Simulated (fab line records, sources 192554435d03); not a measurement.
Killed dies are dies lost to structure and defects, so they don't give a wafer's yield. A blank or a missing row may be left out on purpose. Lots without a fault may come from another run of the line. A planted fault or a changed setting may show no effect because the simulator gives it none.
Chamber matching | flow n5_finfet | N5_BEOL_M12_ILD_DEP_00 on pecvd-03: 3 sister chambers
The step deposits SiOC from DEMS/O2, target thk 658.92 nm, time 130.7 s. 6 wafers are shown with their chamber, then 12 later ones without.

WAFERS WITH THEIR CHAMBER
wafer  | chamber | throttle_valve_pct (%) | heater_power_w (W)
L088.1 | 1       | 12.9                   | 395
L088.2 | 0       | 13.5                   | 564
L088.5 | 0       | 13.4                   | 581
L091.1 | 1       | 13.2                   | 470
L091.2 | 2       | 11.5                   | 465
L091.4 | 2       | 11.4                   | 386

WAFERS WITHOUT THEIR CHAMBER
wafer  | throttle_valve_pct (%) | heater_power_w (W)
L095.1 | 13.4                   | 380
L095.3 | 11.5                   | 467
L095.4 | 13.1                   | 397
L096.1 | 11.5                   | 403
L096.3 | 12.7                   | 456
L096.4 | 11.6                   | 437
L097.1 | 13.5                   | 544
L097.2 | 13.1                   | 431
L097.3 | 11.7                   | 398
L097.4 | 11.4                   | 421
L097.5 | 13.2                   | 456
L097.6 | 13.6                   | 551

WHICH CHAMBER EACH WENT THROUGH
wafer  | from the rows above     | in truth
L095.1 | can't be placed: 1 or 0 | 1
L095.3 | 2                       | 2
L095.4 | 1                       | 1
L096.1 | 2                       | 2
L096.3 | 1                       | 1
L096.4 | 2                       | 2
L097.1 | 0                       | 0
L097.2 | 1                       | 1
L097.3 | 2                       | 2
L097.4 | 2                       | 2
L097.5 | can't be placed: 1 or 0 | 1
L097.6 | 0                       | 0
Placed correctly: 10 of 12. Can't be placed from these rows: 2 (the true chamber is among the candidates in 2). Placed wrongly: 0.
How it was worked out, from the rows above alone: a wafer's distance from a chamber is the root of the sum, over the readings, of the square of ((its reading less the chamber's mean) divided by the reading's scatter). The wafer belongs to the nearest chamber; if the next one is less than 2 further off, it can't be placed. A chamber's mean is the mean of its shown wafers. The scatter: the root of (the sum of the squares of (reading less its chamber's mean) over the shown wafers, divided by (wafers less chambers)).
